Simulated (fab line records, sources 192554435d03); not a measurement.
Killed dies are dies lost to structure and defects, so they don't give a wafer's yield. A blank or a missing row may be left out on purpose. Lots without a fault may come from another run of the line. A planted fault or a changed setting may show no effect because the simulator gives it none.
A struck lot beside a sound one | flow n5_finfet | 37 steps out of a route of 1938
Sound: wafers L992.1, L992.2, L992.5. Struck: wafers L995.1, L995.2, L995.6. The cause comes at the end.
At each step with rows: each side's tool, then ch and its chambers, then its first start. Under that, the readings that differ: sound wafers | struck wafers | difference of the means | sigmas: that difference in standard deviations of wafers without a fault.
alike: readings whose means differ by less than 2 such deviations, and words and numbers that are the same on both sides. not compared: withheld readings, readings that some wafer has no value for, bounds like >300 that may hide the same value, and numbers for which the record gives no deviation and whose values overlap.
The two part at a step that has a row with sigmas, a row that says differs or no value, or rows on one side only. Numbers that don't overlap but have no deviation are shown without sigmas and don't part them. A reading that every wafer of one side lacks parts them only if that side has two wafers or more.

first, 9 steps without rows for these wafers: N5_STI_FIN_REVEAL_PRECLEAN_18 (cleans in SC2, time 45 s); N5_STI_FIN_REVEAL_SRD_28 (time 30 s); N5_DUMMY_GATE_PRECLEAN_00 (cleans in O3/DIW, time 60 s); N5_DUMMY_GATE_SRD_01 (time 30 s); N5_DUMMY_GATE_ALD_02 (deposits SiO2, target thk 2 nm, pulse time 1 s); N5_DUMMY_GATE_CVD_03 (deposits a-Si from SiH4, target thk 150 nm, time 8042 s); N5_DUMMY_GATE_PRECLEAN_46 (cleans in DIW, time 89.5 s); N5_DUMMY_GATE_SRD_47 (dry time 32 s); N5_DUMMY_GATE_CMP_04 (polishes a-Si).
N5_DUMMY_GATE_HM_DEP_06: deposits SiNx from DCS/NH3, target thk 80 nm, time 5141 s.
  sound on lpcvd-01 ch 0/109,0/90,0/95, day 5 07:59; struck on lpcvd-01 ch 1/40,1/45,1/64, day 6 00:38
  reading                                        | sound        | struck         | difference | sigmas
  model.SiNx_of_DUMMY_GATE_HM_DEP_06.thk_nm (nm) | 80.6 79.6 80 | 62.6 63.6 62.2 | -17.3      |
then, 24 steps without rows for these wafers: N5_DUMMY_GATE_PECVD_30 (deposits SiO2 from TEOS/O2, target thk 55 nm, time 10.8 s); N5_DUMMY_GATE_COAT_34 (time 60 s, resist thk 60 nm); N5_DUMMY_GATE_COAT_35 (time 60 s, resist thk 10 nm); N5_DUMMY_GATE_COAT_28 (time 60 s, resist thk 10 nm); N5_DUMMY_GATE_COAT_09 (resist thk 30 nm); N5_DUMMY_GATE_EBR_11; N5_DUMMY_GATE_SOFTBAKE_10 (time 60 s); N5_DUMMY_GATE_EXPOSE_12 (exposes mask GATE, target cd 25 nm); N5_DUMMY_GATE_PEB_13 (peb time 60 s); N5_DUMMY_GATE_DEVELOP_14 (develop time 30 s); N5_DUMMY_GATE_DESCUM_20 (chemistry O2, time 6.2 s); N5_DUMMY_GATE_ETCH_29 (etches underlayer in N2/H2, target depth 13 nm); N5_DUMMY_GATE_ETCH_36 (etches SiARC in CF4, target depth 13 nm); N5_DUMMY_GATE_ETCH_37 (etches SOC in N2/H2, target depth 60 nm, overetch 30 nm); N5_DUMMY_GATE_STRIP_38 (strips in N2/H2); N5_DUMMY_GATE_STRIP_39 (strips in N2/H2); N5_DUMMY_GATE_TRIM_49 (chemistry O2, time 29 s, target cd 14 nm); N5_DUMMY_GATE_STRIP_40 (strips in CF4); N5_DUMMY_GATE_ETCH_31 (etches SiO2 in C4F6/O2, target depth 82.5 nm, time 27.5 s); N5_DUMMY_GATE_STRIP_41 (strips in O2); N5_DUMMY_GATE_HM_OPEN_21 (chemistry CH3F/O2, target SiNx, target depth 120 nm, time 171.4 s); N5_DUMMY_GATE_ETCH_32 (etches SiO2 in CF4, target depth 3.5 nm, time 3.9 s); N5_DUMMY_GATE_ETCH_23 (etches poly-Si in HBr/Cl2/O2, target depth 41 nm, time 22.3 s); N5_DUMMY_GATE_ETCH_44 (etches poly-Si in HBr/O2, stops on SiO2, target depth 127.5 nm).
N5_ILD0_CMP_03: polishes, stops on SiNx, t overpolish 1.9 s, target thk 197.38 nm.
  sound on cmp-02 ch 0,3, day 6 03:55; struck on cmp-02 ch 1,2, day 6 22:19
  reading                                        | sound             | struck            | difference | sigmas
  retaining_ring_pressure_frac                   | 1.008 1.011 1.005 | 0.990 0.998 0.997 | -0.013     | -3
  model.SiNx_of_DUMMY_GATE_HM_DEP_06.thk_nm (nm) | 77.6 76.4 77      | 59.6 60.6 59.2    | -17.2      |
  alike: motor_current_A, overpolish_run_s, time_to_endpoint_s
-- the record jumps here: 4 days lie between the struck wafers' starts before and after (it left off in module ILD0 and takes up again in module BEOL_M4, whose first step shown is number 1111 of the route) --
N5_BEOL_M4_RC_MEAS_101:
  sound on prober-01 ch 0, day 10 14:25; struck on prober-01 ch 0, day 11 06:36
  reading        | sound             | struck            | difference | sigmas
  DIBL_N (mV/V)  | 38.3 37.5 39.1    | 34.1 35.4 33.1    | -4.1       | -3
  DIBL_P (mV/V)  | 38.9 38.4 40.7    | 31.6 34.4 31.5    | -6.8       | -3
  IOFF_N (nA/um) | 0.210 0.208 0.229 | 0.125 0.139 0.106 | -0.092     | -3
  ION_N (uA/um)  | 695 694 685       | 665 665 668       | -25        | -2
  alike: IOFF_P, ION_P, SS_N, SS_P, VT_N, VT_P
-- the record jumps here: 4 days lie between the struck wafers' starts before and after (it left off in module BEOL_M4 and takes up again in module PASSIVATION, whose first step shown is number 1936 of the route) --
N5_PASSIVATION_PROBE_49:
  the record has rows for the struck wafers here (prober-02, day 15 07:57) and none for the sound ones

WHERE THEY PART
First at N5_ILD0_CMP_03; last, within this record, at N5_PASSIVATION_PROBE_49.

WHY: what the simulator had put in
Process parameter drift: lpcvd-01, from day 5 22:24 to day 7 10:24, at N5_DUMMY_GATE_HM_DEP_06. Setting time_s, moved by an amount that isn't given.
